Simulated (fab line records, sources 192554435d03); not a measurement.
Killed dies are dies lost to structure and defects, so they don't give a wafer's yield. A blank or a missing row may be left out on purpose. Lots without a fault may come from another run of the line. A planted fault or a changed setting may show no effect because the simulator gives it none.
A struck lot beside a sound one | flow n5_finfet | 14 steps out of a route of 1938
Sound: wafers L453.3, L453.4, L453.5. Struck: wafers L450.1, L450.4, L450.6. The cause comes at the end.
At each step with rows: each side's tool, then ch and its chambers, then its first start. Under that, the readings that differ: sound wafers | struck wafers | difference of the means | sigmas: that difference in standard deviations of wafers without a fault.
alike: readings whose means differ by less than 2 such deviations, and words and numbers that are the same on both sides. not compared: withheld readings, readings that some wafer has no value for, bounds like >300 that may hide the same value, and numbers for which the record gives no deviation and whose values overlap.
The two part at a step that has a row with sigmas, a row that says differs or no value, or rows on one side only. Numbers that don't overlap but have no deviation are shown without sigmas and don't part them. A reading that every wafer of one side lacks parts them only if that side has two wafers or more.

first, 9 steps without rows for these wafers: N5_BEOL_M0_CUTY_DEVELOP_56 (develop time 30 s); N5_BEOL_M0_CUTY_DESCUM_61 (chemistry O2, time 7.9 s); N5_BEOL_M0_CUTY_ETCH_62 (etches SiARC in CF4, time 58.5 s); N5_BEOL_M0_CUTY_ETCH_63 (etches SOC in N2/H2, target depth 82.7 nm, overetch 16.5 nm, time 124 s); N5_BEOL_M0_CUTY_STRIP_64 (strips in N2/H2); N5_BEOL_M0_ETCH_138 (etches SiCN in CH3F/O2, target depth 12 nm, time 31.6 s); N5_BEOL_M0_HM_OPEN_105 (chemistry Cl2/BCl3, target TiN, target depth 12 nm); N5_BEOL_M0_STRIP_140 (strips in CF4); N5_BEOL_M0_STRIP_104 (strips in N2/H2).
N5_BEOL_M0_WET_ETCH_106: etches SiO2 in DHF, target depth 130 nm, rinse time 30 s.
  sound on wet_bench-05 ch 0,3,5, day 11 00:37; struck on wet_bench-04 ch 0,1,5, day 9 22:20
  no value came back on the struck wafers for bath_heat_duty_pct (%), rinse_temp_c (C); on the sound wafers bath_heat_duty_pct (%) reads 6.0 7.2 5.6
  reading                                       | sound | struck       | difference | sigmas
  model.SiO2_of_BEOL_M0_SAQP_ALD_48.thk_nm (nm) | 0 0 0 | 11.8 11.4 12 | +11.7      |
N5_BEOL_M0_ETCH_128: etches SiCN in CF4/N2, target depth 12 nm, overetch 5.1 nm, time 21.4 s.
  sound on rie_diel-01 ch 0,1,2, day 11 01:32; struck on rie_diel-05 ch 2,3, day 9 23:05
  reading                  | sound             | struck            | difference | sigmas
  model.etch.depth_nm (nm) | 8.491 8.817 8.908 | 11.86 11.35 11.97 | +2.99      |
  alike: bias_w, cf4_flow_sccm, chamber_pressure_mTorr, drypump_motor_current_A, oes_product_au, rf_vpp_V, showerhead_plenum_p_Torr, throttle_valve_pct
  not compared: rf_hours_counter_h
then, 1 step without rows for these wafers: N5_BEOL_M0_TRENCH_ETCH_107 (etches SiOC in C4F6/O2, target depth 32.8 nm, time 16.4 s).
N5_BEOL_M4_RC_MEAS_101:
  the record has rows for the sound wafers here (prober-02 ch 0, day 14 20:28) and none for the struck ones
-- the record jumps here: 8 days lie between the struck wafers' starts before and after (it left off in module BEOL_M4 and takes up again in module PASSIVATION, whose first step shown is number 1936 of the route) --
N5_PASSIVATION_PROBE_49:
  the record has rows for the struck wafers here (prober-01, day 17 19:11) and none for the sound ones

WHERE THEY PART
First at N5_BEOL_M0_WET_ETCH_106; last, within this record, at N5_PASSIVATION_PROBE_49.

WHY: what the simulator had put in
Skipped step whole: wet_bench-04, from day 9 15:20 on, at N5_BEOL_M0_WET_ETCH_106. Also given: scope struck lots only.
